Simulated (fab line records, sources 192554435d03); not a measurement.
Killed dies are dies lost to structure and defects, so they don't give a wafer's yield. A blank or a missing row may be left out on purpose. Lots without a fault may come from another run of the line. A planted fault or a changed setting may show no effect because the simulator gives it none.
Chamber matching | flow n5_finfet | N5_BEOL_M13_TRENCH_ETCH_34 on rie_diel-06: 4 sister chambers
The step etches SiOC in C4F8/O2/Ar, target depth 413.47 nm, time 162.6 s. 8 wafers are shown with their chamber, then 9 later ones without.

WAFERS WITH THEIR CHAMBER
wafer  | chamber | showerhead_plenum_p_Torr (Torr) | drypump_motor_current_A (A)
L075.6 | 1       | 3.34                            | 6.5
L081.1 | 3       | 3.50                            | 5.7
L081.3 | 1       | 3.33                            | 6.5
L085.1 | 2       | 3.54                            | 5.6
L085.4 | 3       | 3.49                            | 5.7
L088.2 | 2       | 3.54                            | 5.6
L088.3 | 0       | 3.31                            | 5.2
L088.5 | 0       | 3.31                            | 5.1

WAFERS WITHOUT THEIR CHAMBER
wafer  | showerhead_plenum_p_Torr (Torr) | drypump_motor_current_A (A)
L090.4 | 3.54                            | 5.6
L090.5 | 3.54                            | 5.6
L090.6 | 3.32                            | 6.5
L092.4 | 3.54                            | 5.7
L092.5 | 3.48                            | 5.6
L092.6 | 3.30                            | 5.2
L095.1 | 3.32                            | 6.6
L095.3 | 3.30                            | 5.2
L095.5 | 3.32                            | 6.5

WHICH CHAMBER EACH WENT THROUGH
wafer  | from the rows above | in truth
L090.4 | 2                   | 2
L090.5 | 2                   | 2
L090.6 | 1                   | 1
L092.4 | 2                   | 2
L092.5 | 3                   | 3
L092.6 | 0                   | 0
L095.1 | 1                   | 1
L095.3 | 0                   | 0
L095.5 | 1                   | 1
Placed correctly: 9 of 9. Can't be placed from these rows: 0. Placed wrongly: 0.
How it was worked out, from the rows above alone: a wafer's distance from a chamber is the root of the sum, over the readings, of the square of ((its reading less the chamber's mean) divided by the reading's scatter). The wafer belongs to the nearest chamber; if the next one is less than 2 further off, it can't be placed. A chamber's mean is the mean of its shown wafers. The scatter: the root of (the sum of the squares of (reading less its chamber's mean) over the shown wafers, divided by (wafers less chambers)).
